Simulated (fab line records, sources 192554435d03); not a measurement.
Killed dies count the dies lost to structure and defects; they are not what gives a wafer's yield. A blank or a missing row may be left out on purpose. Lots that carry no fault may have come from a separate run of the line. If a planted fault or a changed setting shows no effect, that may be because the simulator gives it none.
Chamber matching ; flow n5_finfet ; 4 sister chambers for N5_MIM_TOP_ETCH_STRIP_01 on rie_diel-03
The step strips in O2. 14 wafers are shown with their chamber, then 7 later ones without.

== WAFERS WITH THEIR CHAMBER ==
wafer;chamber;drypump_motor_current_A (A);throttle_valve_pct (%);oes_product_au (a.u.)
L077.1;3;4.9;16.99;0.71
L077.4;1;6.4;16.89;0.74
L077.5;1;6.4;16.96;0.73
L079.1;2;5.4;16.51;0.90
L079.4;0;6.0;16.65;0.82
L079.6;0;6.0;16.66;0.80
L084.1;1;6.5;16.95;0.73
L084.4;2;5.4;16.53;0.90
L084.6;0;6.0;16.68;0.80
L081.2;0;6.0;16.63;0.80
L081.3;3;5.0;17.02;0.70
L081.4;2;5.4;16.56;0.88
L086.2;1;6.5;16.95;0.75
L086.4;3;4.9;17.02;0.71

SIGNATURES, as means of the wafers listed above
reading;chamber 0;chamber 1;chamber 2;chamber 3;scatter within a chamber
drypump_motor_current_A;6.000;6.450;5.400;4.933;0.0408
throttle_valve_pct;16.6550;16.9375;16.5333;17.0100;0.025
oes_product_au;0.8050;0.7375;0.8933;0.7067;0.00953
Rule: for a wafer and a chamber, the distance is found by dividing, reading by reading, the gap between the wafer's reading and the chamber's mean by the reading's scatter, squaring, summing and taking the root. The wafer belongs to the nearest chamber; if the next one is less than 2 further off, it can't be placed. The scatter: the root of (the sum of the squares of (reading less its chamber's mean) over the shown wafers, divided by (wafers less chambers)).

== WAFERS MISSING THEIR CHAMBER ==
wafer;drypump_motor_current_A (A);throttle_valve_pct (%);oes_product_au (a.u.)
L086.6;5.4;16.48;0.89
L091.1;6.0;16.62;0.81
L091.4;5.4;16.52;0.88
L091.5;6.0;16.67;0.79
L097.1;6.0;16.66;0.80
L097.4;5.4;16.51;0.84
L097.6;4.9;17.11;0.68

== EACH ONE'S CHAMBER ==
wafer;from the rows above;in truth
L086.6;2;2
L091.1;0;0
L091.4;2;2
L091.5;0;0
L097.1;0;0
L097.4;2;2
L097.6;3;3
Correctly placed: 7 of 7. Not placeable from these rows: 0. Number placed wrongly: 0.
